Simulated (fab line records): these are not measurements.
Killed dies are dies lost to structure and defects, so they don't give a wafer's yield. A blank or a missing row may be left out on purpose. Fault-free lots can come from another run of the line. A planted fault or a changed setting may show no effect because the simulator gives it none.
fab line records -- flow nand-harc
record lots=6, wafers=18, last-day=30
route steps=1302 shown A_DECK1_JOINT@533 A_ONON_D2@545
lots untouched by any fault: they come from a run of this same line in which no faults occurred
start-h: hours from the record's opening day to when the first of the lot's shown wafers began -- wait-h: hours elapsed since this lot's preceding step -- " as in the row above -- L1.1+2: a single row standing in for several wafers -- - no value, or no start given -- * or withheld: withheld -- < > ~ a bound
route shown NAME@n: names a module that has steps shown in the file, with the first one's number in the route -- usual: the fault-free wafers' mean and standard deviation -- same: alike in all rows -- chamber/n: place in a boat -- sites: per-site readings -- _std_site: the standard deviation of these -- _edge_site: inner sites' mean taken away from outer sites' mean -- radius-mm: how far each site lies from the wafer's centre -- mask NAME#n: copy n -- behind: tool/chamber where the wafer was last shaped -- hold: cause of the lot's hold/its duration in hours/its outcome -- device: whichever transistor did not switch (one of n, p or np) -- end of line: at the end of the route, the tests of the same wafers -- a step with no rows: only its recipe -- killed: at the first sort, the dies lost to defects and structure; wafer yield is something else -- map: the dies of a wafer, with x for killed, . for not killed, _ for no die there
set.NAME: the setting as run; set.NAME@STEP: as run at that earlier step -- model.NAME: the simulator's own value behind a step, which no gauge read
lots at selected steps of the route; one table per step, one row per wafer
services: the hour from which a tool's chamber was out of use, counted from the record's first day as start-h (under 0 if before that day), plus the number of hours and why
## steps
# step NHARC_A_DECK1_JOINT_CVD_34
# recipe target-thk-a=200, temp-c=700, pressure-mtorr=300, material=SiNx
# step NHARC_A_DECK1_JOINT_DEP_06
# recipe target-thk-a=800, temp-c=65, material=SiOx
# step NHARC_A_DECK1_JOINT_CURE_26
# recipe temp-c=150, time-s=32, pressure-atm=0.395
# step NHARC_A_DECK1_JOINT_ANNEAL_27
# recipe temp-c=400, time-s=3600, idle-temp-c=300, ramp-up-c-per-min=10, densification-p-h2o-torr=640
# step NHARC_A_DECK1_JOINT_ANNEAL_28
# recipe temp-c=500, time-s=1800, idle-temp-c=400, ramp-up-c-per-min=10, densification-p-h2o-torr=640
# step NHARC_A_DECK1_JOINT_ANNEAL_29
# recipe temp-c=750, time-s=1800, idle-temp-c=500, ramp-up-c-per-min=10, ramp-down-c-per-min=3
# step NHARC_A_DECK1_JOINT_CMP_02
# recipe material=SiOx
# usual motor-current-A=11.5/1
lot.wafer,tool,chamber,start-h,wait-h,motor-current-A
L899.3,cmp-02,0,283.55,0.5,11.6
L899.5,cmp-02,3,283.55,0.5,11.5
L899.6,cmp-02,0,283.55,0.5,11.4
L900.1,cmp-01,3,306.24,0.4,11.0
L900.2,cmp-01,2,306.24,0.4,12.9
L900.6,cmp-01,0,306.24,0.4,11.4
L903.1,cmp-03,0,330.73,0.4,13.9
L903.4,cmp-03,2,330.73,0.4,11.3
L903.6,cmp-03,0,330.73,0.4,14.8
L910.2,cmp-01,1,398.60,0.4,11.4
L910.4,cmp-01,2,398.60,0.4,11.6
L910.1,cmp-01,0,398.60,0.4,10.8
L911.4,cmp-02,3,420.26,0.4,11.8
L911.2,cmp-02,1,420.26,0.4,11.0
L911.5,cmp-02,2,420.26,0.4,11.1
L913.1,cmp-01,0,432.89,0.4,11.7
L913.4,cmp-01,2,432.89,0.4,12.3
L913.5,cmp-01,3,432.89,0.4,11.3
# step NHARC_A_DECK1_JOINT_SRD_15
# step NHARC_A_DECK1_JOINT_DEP_16
# recipe target-thk-a=450, temp-c=400, pressure-torr=6.5, rf-w=900, teos-flow-sccm=161.4, flow-sccm=2650, target-thk-nm=45, gas=O2, material=SiO2
# usual heater-power-w=590/95, throttle-valve-pct=15.8/0.61
lot.wafer,tool,chamber,start-h,wait-h,heater-power-w,throttle-valve-pct
L899.3,pecvd-02,2,283.94,0.1,673,15.3
L899.5,pecvd-02,1,283.94,0.1,499,15.5
L899.6,pecvd-02,2,283.94,0.1,689,15.1
L900.2,pecvd-02,0,306.63,0.1,565,15.6
L900.1,pecvd-02,2,306.63,0.1,659,15.2
L900.6,pecvd-02,0,306.63,0.1,568,15.8
L903.1,pecvd-03,2,331.15,0.1,518,16.2
L903.6,pecvd-03,0,331.15,0.1,791,17.1
L903.4,pecvd-03,1,331.15,0.1,541,15.7
L910.2,pecvd-03,0,398.99,0.1,771,16.4
L910.1,pecvd-03,2,398.99,0.1,615,16.8
L910.4,pecvd-03,1,398.99,0.1,432,16.2
L911.2,pecvd-03,2,420.70,0.2,558,16.9
L911.4,pecvd-03,2,420.70,0.2,541,16.6
L911.5,pecvd-03,0,420.70,0.2,752,16.5
L913.1,pecvd-02,1,433.26,0.1,650,15.0
L913.4,pecvd-02,1,433.26,0.1,653,15.1
L913.5,pecvd-02,0,433.26,0.1,564,15.0
# step NHARC_A_DECK1_JOINT_THK_MEAS_17
# recipe thk-meas-gauge=ellipsometry
# usual thk-nm=44.9/1.1
lot.wafer,tool,chamber,start-h,wait-h,thk-nm
L899.3,film-metro-02,-,284.19,0.2,44.6
L899.5,film-metro-02,-,284.19,0.2,44.6
L899.6,film-metro-02,-,284.19,0.2,43.3
L900.1,film-metro-02,-,306.91,0.2,44.9
L900.2,film-metro-02,-,306.91,0.2,43.0
L900.6,film-metro-02,-,306.91,0.2,44.8
L903.1,film-metro-02,-,331.38,0.2,43.1
L903.4,film-metro-02,-,331.38,0.2,45.7
L903.6,film-metro-02,-,331.38,0.2,45.6
L910.1,film-metro-02,-,399.27,0.2,44.2
L910.2,film-metro-02,-,399.27,0.2,44.3
L910.4,film-metro-02,-,399.27,0.2,46.2
L911.2,film-metro-01,-,420.96,0.2,44.9
L911.4,film-metro-01,-,420.96,0.2,44.8
L911.5,film-metro-01,-,420.96,0.2,45.9
L913.1,film-metro-02,-,433.53,0.2,45.8
L913.4,film-metro-02,-,433.53,0.2,46.2
L913.5,film-metro-02,-,433.53,0.2,45.5
# step NHARC_A_DECK1_JOINT_INSPECT_05
# usual raw-defect-count=290/120
lot.wafer,tool,chamber,start-h,wait-h,raw-defect-count
L899.3,defect-inspect-01,-,284.23,0.0,250
L899.5,defect-inspect-01,-,284.23,0.0,242
L899.6,defect-inspect-01,-,284.23,0.0,232
L900.1,defect-inspect-02,-,306.95,0.0,239
L900.2,defect-inspect-02,-,306.95,0.0,234
L900.6,defect-inspect-02,-,306.95,0.0,286
L903.1,defect-inspect-02,-,331.41,0.0,171
L903.4,defect-inspect-02,-,331.41,0.0,196
L903.6,defect-inspect-02,-,331.41,0.0,274
L910.1,defect-inspect-02,-,399.31,0.0,202
L910.2,defect-inspect-02,-,399.31,0.0,305
L910.4,defect-inspect-02,-,399.31,0.0,261
L911.2,defect-inspect-02,-,420.99,0.0,110
L911.4,defect-inspect-02,-,420.99,0.0,170
L911.5,defect-inspect-02,-,420.99,0.0,140
L913.1,defect-inspect-01,-,433.57,0.0,388
L913.4,defect-inspect-01,-,433.57,0.0,278
L913.5,defect-inspect-01,-,433.57,0.0,120
# step NHARC_A_ONON_D2_DEP_00
# recipe target-thk-a=10000, n2-flow-sccm=2750, n2o-flow-sccm=2000, nh3-flow-sccm=500, sih4-flow-sccm=210, temp-c=400
lot.wafer,tool,chamber,start-h,wait-h
L899.3+5+6,pecvd-onon-04,0,284.41,0.2
L900.1+2+6,pecvd-onon-04,0,307.01,0.1
L903.1+4+6,pecvd-onon-04,0,331.48,0.1
L910.1+2+4,pecvd-onon-04,0,399.38,0.1
L911.2+4+5,pecvd-onon-04,0,421.12,0.1
L913.1+4+5,pecvd-onon-03,0,433.64,0.1
# step NHARC_A_ONON_D2_THK_MEAS_02
# recipe thk-meas-gauge=ellipsometry
# usual thk-nm=1004/7.1
lot.wafer,tool,chamber,start-h,wait-h,hold,thk-nm
L899.3,film-metro-01,-,284.80,-,-,1014
L899.5,film-metro-01,-,284.80,-,-,1012
L899.6,film-metro-01,-,284.80,-,-,1012
L900.1,film-metro-02,-,307.53,-,await-dispo/0.2h/release,1811
L900.2,film-metro-02,-,307.53,-,await-dispo/0.2h/release,1812
L900.6,film-metro-02,-,307.53,-,await-dispo/0.2h/release,1812
L900.1,film-metro-02,-,307.70,0.2,-,1812
L900.2,film-metro-02,-,307.70,0.2,-,1812
L900.6,film-metro-02,-,307.70,0.2,-,1811
L903.1,film-metro-01,-,331.99,-,await-dispo/0.2h/release,1814
L903.4,film-metro-01,-,331.99,-,await-dispo/0.2h/release,1813
L903.6,film-metro-01,-,331.99,-,await-dispo/0.2h/release,1814
L903.1,film-metro-01,-,332.16,0.2,-,1812
L903.4,film-metro-01,-,332.16,0.2,-,1813
L903.6,film-metro-01,-,332.16,0.2,-,1812
L910.1,film-metro-01,-,399.89,-,-,1006
L910.2,film-metro-01,-,399.89,-,-,1007
L910.4,film-metro-01,-,399.89,-,-,1005
L911.2,film-metro-02,-,421.58,-,-,1007
L911.4,film-metro-02,-,421.58,-,-,1009
L911.5,film-metro-02,-,421.58,-,-,1009
L913.1,film-metro-01,-,434.15,-,-,1006
L913.4,film-metro-01,-,434.15,-,-,1007
L913.5,film-metro-01,-,434.15,-,-,1007
## services
tool,chamber,start-h,hours,kind
cmp-03,-,260.33,4.0,pm
cmp-02,-,260.38,0.3,repair
cmp-01,-,280.31,1.3,repair
cmp-01,-,284.03,4.0,pm
cmp-01,-,288.03,-,consumable-replace:conditioner
cmp-01,-,288.03,-,consumable-replace:pad
pecvd-02,1,292.36,3.5,repair
cmp-02,-,306.59,4.2,repair
pecvd-onon-04,-,311.00,13.0,pm
cmp-02,-,330.50,4.0,pm
cmp-03,-,343.09,0.4,repair
cmp-01,-,350.33,4.3,repair
cmp-03,-,358.33,4.0,pm
pecvd-onon-03,-,361.56,11.3,repair
pecvd-02,-,363.02,1.0,repair
pecvd-03,-,366.43,13.0,pm
cmp-03,-,378.63,2.0,repair
cmp-01,-,382.03,4.0,pm
pecvd-02,-,397.18,0.7,repair
cmp-01,-,399.67,2.2,repair
cmp-01,-,404.79,8.0,repair
pecvd-onon-03,-,408.34,13.0,pm
pecvd-02,-,409.62,13.0,pm
cmp-02,-,428.50,4.0,pm
## key
first-sign step=NHARC_A_ONON_D2_THK_MEAS_02, reading=visit, direction=added
effect step=NHARC_A_ONON_D2_THK_MEAS_02, reading=thk-nm, direction=up, sigmas=99+, usual=1004, struck=1813
met-at NHARC_A_ONON_D2_DEP_00
struck-wafers L900.1,L900.2,L900.6,L903.1,L903.4,L903.6
scrapped-behind NHARC_A_ONON_D2_THK_MEAS_02 L900.1,L900.2,L900.6,L903.1,L903.4,L903.6
onset-between 284.41 307.01
fault kind=process-parameter-drift, tool=pecvd-onon-04, chamber=0, onset-h=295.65, steps=NHARC_A_ONON_D2_DEP_00, channel=target-thk-a, offset=*, shape=step, end-h=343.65, acts-in=*, stated=*
